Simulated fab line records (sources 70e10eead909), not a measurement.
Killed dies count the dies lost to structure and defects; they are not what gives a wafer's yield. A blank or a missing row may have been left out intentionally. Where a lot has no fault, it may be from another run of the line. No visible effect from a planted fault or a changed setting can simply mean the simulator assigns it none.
8D (eight disciplines) problem report, filled in by code | flow nand harc | the parts of the form that need people (team, actions taken, sign-off) are left out

== 1. THE PROBLEM ==
At NHARC_A_ONON_D2_THK_MEAS_30, thk nm averages 1056 nm over 4 wafers from 3 lots, while fault-free wafers read 1000 nm, standard deviation 7.8. Relative to the usual mean, that is a shift of +7.2 standard deviations.
The step: measures by ellipsometry.
First seen on wafer L820.3, day 16 14:04, on film metro-01. The record has a number at this step for 38 wafers belonging to 13 lots. Rule for "out", or "out of limits": more than 4 standard deviations from the usual mean. The other wafers with a number count as sound.

== 2. WHAT IT IS AND WHAT IT IS NOT ==
question                    | is                             | is not
which readings at this step | thk nm                         | -
which lots                  | L819, L820, L821               | L811, L812, L813, L814, L817, L829, L830, L831, L832, L833
which wafers of those lots  | L819.3, L820.3, L821.3, L821.6 | L819.1, L819.4, L820.1, L820.4
read on which gauges        | film metro-01, film metro-02   | -
when                        | from day 16 14:04              | up to then (17 sound wafers); but 17 sound wafers of L819, L829, L830, L831, L832, L833 came after

== 3. SUSPECTS, AND WHAT RULES EACH OUT ==
Counting: any tool at a process step up to the reading remains a suspect provided it ran every lot that is out. Sound lots after the first of them don't rule it out here, since some wafers of a struck lot are sound.
- the gauge at NHARC_A_ONON_D2_THK_MEAS_30: ruled out. 2 gauges (film metro-01, film metro-02) read the wafers that are out.
- pecvd onon-04 at NHARC_A_ONON_D2_DEP_28 (target thk 1000 nm): kept. Ran every lot that is out, first one L820 (day 16 13:32); last sound lot up to then L817 (day 15 15:19).
The count leaves pecvd onon-04 at NHARC_A_ONON_D2_DEP_28.

== 4. THE CAUSE (what the simulator had put in) ==
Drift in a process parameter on pecvd onon-04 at NHARC_A_ONON_D2_DEP_28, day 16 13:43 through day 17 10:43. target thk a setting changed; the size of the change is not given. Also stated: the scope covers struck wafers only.
After counting, this tool was the only one left.

== 5. THE CHAIN OF EFFECTS, in route order ==
Rows list readings where the struck wafers' mean (over those with a number) sits beyond 3 standard deviations from the usual. Scope: only readings with a usual standard deviation given in the record; hours: median across lots of the time from each lot's start at the first step in this table that gives one to its start at this step; sigmas: change in usual standard deviations.
hours | step                        | reading         | usual   | on struck wafers | change | sigmas
0     | NHARC_A_ONON_D2_THK_MEAS_30 | thk nm          | 1000 nm | 1056             | +56    | +7.2
279   | NHARC_END_SORT_01           | killed at array | 54      | 672              | +618   | +52
279   | NHARC_END_SORT_01           | killed dies     | 59      | 676              | +618   | +48

== 6. WHAT WOULD HAVE CAUGHT IT SOONER ==
0 hours passed between the start of the fault at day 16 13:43 and the first reading out of limits at a measuring or inspecting step in this record, taken at day 16 14:04.
Of the tool readings at NHARC_A_ONON_D2_DEP_28 for which the record gives a usual standard deviation, none was out on any struck wafer, so an alarm limit of 4 standard deviations on them would not have fired.
L821, from the lots that are out (3), started NHARC_A_ONON_D2_DEP_28 on pecvd onon-04 later than day 16 14:04. Holding the tool at that time would have saved it.
